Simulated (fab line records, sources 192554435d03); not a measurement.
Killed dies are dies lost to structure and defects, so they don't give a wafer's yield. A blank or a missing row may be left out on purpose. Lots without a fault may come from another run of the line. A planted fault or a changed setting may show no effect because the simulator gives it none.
Chamber matching | flow n5_finfet | N5_SDB_ALD_29 on ald_sin-04: 4 sister chambers
The step deposits SiNx, target thk 30 nm, pulse time 1 s, ald cycles 600. 8 wafers are shown with their chamber, then 12 later ones without.

WAFERS WITH THEIR CHAMBER
wafer  | chamber | heater_power_w (W) | precursor_pulse_height_rel
L090.3 | 2       | 823                | 1.026
L091.6 | 1       | 766                | 1.014
L092.2 | 2       | 816                | 1.019
L092.3 | 3       | 807                | 0.984
L092.6 | 0       | 937                | 1.004
L093.1 | 1       | 793                | 1.005
L093.2 | 0       | 916                | 1.005
L093.3 | 3       | 791                | 0.981

WAFERS WITHOUT THEIR CHAMBER
wafer  | heater_power_w (W) | precursor_pulse_height_rel
L093.4 | 839                | 1.031
L093.5 | 919                | 1.029
L093.6 | 775                | 1.015
L095.1 | 922                | 1.005
L095.4 | 822                | 1.011
L095.6 | 772                | 0.972
L096.1 | 765                | 0.966
L096.3 | 801                | 0.984
L096.4 | 803                | 1.012
L097.1 | 921                | 0.996
L097.3 | 776                | 1.007
L097.6 | 941                | 0.992

WHICH CHAMBER EACH WENT THROUGH
wafer  | from the rows above     | in truth
L093.4 | 2                       | 2
L093.5 | can't be placed: 0 or 2 | 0
L093.6 | 1                       | 1
L095.1 | 0                       | 0
L095.4 | can't be placed: 2 or 1 | 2
L095.6 | 3                       | 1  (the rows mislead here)
L096.1 | 3                       | 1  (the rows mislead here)
L096.3 | 3                       | 3
L096.4 | can't be placed: 1 or 2 | 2
L097.1 | 0                       | 0
L097.3 | 1                       | 1
L097.6 | 0                       | 0
Placed correctly: 7 of 12. Can't be placed from these rows: 3 (the true chamber is among the candidates in 3). Placed wrongly: 2.
How it was worked out, from the rows above alone: a wafer's distance from a chamber is the root of the sum, over the readings, of the square of ((its reading less the chamber's mean) divided by the reading's scatter). The wafer belongs to the nearest chamber; if the next one is less than 2 further off, it can't be placed. A chamber's mean is the mean of its shown wafers. The scatter: the root of (the sum of the squares of (reading less its chamber's mean) over the shown wafers, divided by (wafers less chambers)).
